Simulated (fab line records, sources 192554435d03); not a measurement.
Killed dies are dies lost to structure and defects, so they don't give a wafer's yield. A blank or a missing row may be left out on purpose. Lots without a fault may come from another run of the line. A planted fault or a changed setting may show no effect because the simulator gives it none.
Which tool did it? | flow n5_finfet | 12 lots, 36 wafers sampled, at 3 steps of a route of 1938

WHAT THE GAUGES READ, wafer by wafer
N5_BEOL_M10_THK_MEAS_53: measures by xrf.
lot  | measured     | on            | M10_THK (nm)
L495 | day 11 17:47 | film_metro-01 | 135.7 135.1 136.4
L494 | day 11 18:22 | film_metro-01 | 136.0 139.9 141.0
L493 | day 11 20:31 | film_metro-01 | 137.7 139.7 138.0
L498 | day 12 17:40 | film_metro-01 | 140.2 142.0 139.1
L500 | day 13 16:50 | film_metro-01 | 135.2 136.4 132.3
L503 | day 13 21:44 | film_metro-01 | 133.4 135.8 137.1
L511 | day 17 03:04 | film_metro-02 | 133.5 139.1 142.2
L510 | day 17 05:52 | film_metro-02 | 133.8 135.7 136.4
L512 | day 17 10:53 | film_metro-01 | 137.5 138.1 136.6
L515 | day 17 20:09 | film_metro-02 | 134.9 136.0 136.3
L513 | day 17 20:56 | film_metro-02 | 138.2 136.9 141.4
L514 | day 18 13:24 | film_metro-01 | 138.9 139.1 137.8

N5_BEOL_M10_INSPECT_58: inspects for defects (darkfield).
lot  | measured     | on                | raw_defect_count
L495 | day 11 17:57 | defect_inspect-01 | 74 82 137
L494 | day 11 18:32 | defect_inspect-01 | 103 64 72
L493 | day 11 20:41 | defect_inspect-01 | 60 68 32
L498 | day 12 17:52 | defect_inspect-01 | 105 95 106
L500 | day 13 17:00 | defect_inspect-01 | 70 57 54
L503 | day 13 21:53 | defect_inspect-01 | 50 61 66
L511 | day 17 03:15 | defect_inspect-02 | 40 51 53
L510 | day 17 06:02 | defect_inspect-01 | 81 91 90
L512 | day 17 11:04 | defect_inspect-02 | 156 81 71
L515 | day 17 20:19 | defect_inspect-01 | 88 70 62
L513 | day 17 21:08 | defect_inspect-01 | 61 81 54
L514 | day 18 13:34 | defect_inspect-02 | 47 60 28

WHICH TOOL RAN EACH LOT (tool, then ch and the chambers of the sampled wafers, then the start)
lot  | N5_BEOL_M10_DEGAS_44
L495 | pvd_sputter-01, day 11 15:53
L494 | pvd_sputter-03, day 11 16:39
L493 | pvd_sputter-01, day 11 19:04
L498 | pvd_sputter-03, day 12 14:44
L500 | pvd_sputter-01, day 13 15:16
L503 | pvd_sputter-02, day 13 20:16
L511 | pvd_sputter-03, day 17 00:41
L510 | pvd_sputter-01, day 17 02:56
L512 | pvd_sputter-01, day 17 08:56
L515 | pvd_sputter-03, day 17 18:26
L513 | pvd_sputter-02, day 17 18:58
L514 | pvd_sputter-01, day 18 11:50
- N5_BEOL_M10_DEGAS_44: time 60 s.

WHAT THE TOOLS THEMSELVES READ (means of the sampled wafers that have a number; where no wafer has one, the mark that the record gives instead)
N5_BEOL_M10_DEGAS_44.
lot  | tool           | heater_power_w (W)
L495 | pvd_sputter-01 | 316
L494 | pvd_sputter-03 | 323
L493 | pvd_sputter-01 | 346
L498 | pvd_sputter-03 | 355
L500 | pvd_sputter-01 | 381
L503 | pvd_sputter-02 | 387
L511 | pvd_sputter-03 | 380
L510 | pvd_sputter-01 | 379
L512 | pvd_sputter-01 | 357
L515 | pvd_sputter-03 | 344
L513 | pvd_sputter-02 | 382
L514 | pvd_sputter-01 | 321

THE ANSWER, worked out from the rows above alone
Rule: what is usual is taken from the lots themselves. Put in order of their means at a reading, lots are off if they are a third of the lots or fewer, leave a main group of 4 or more, and stand apart from it by a gap of 3 or more times the standard deviation of the main group's means; of several such gaps the widest counts. A main group whose means are all the same, to the digits that the tables above print for the reading, isn't used. A lot without any number at a reading at which 4 lots or more have one is off too. The other lots that the step has rows for count as sound. The gauges are gone through in route order, then the tools' own readings, and for those a lot's mean is taken as printed above. The first step at which some lot is off is used, and at that step the reading that is off furthest; a lot without a number counts as furthest.
No lot is off at any reading shown: from this, nothing can be told.

WHAT THE SIMULATOR HAD PUT IN
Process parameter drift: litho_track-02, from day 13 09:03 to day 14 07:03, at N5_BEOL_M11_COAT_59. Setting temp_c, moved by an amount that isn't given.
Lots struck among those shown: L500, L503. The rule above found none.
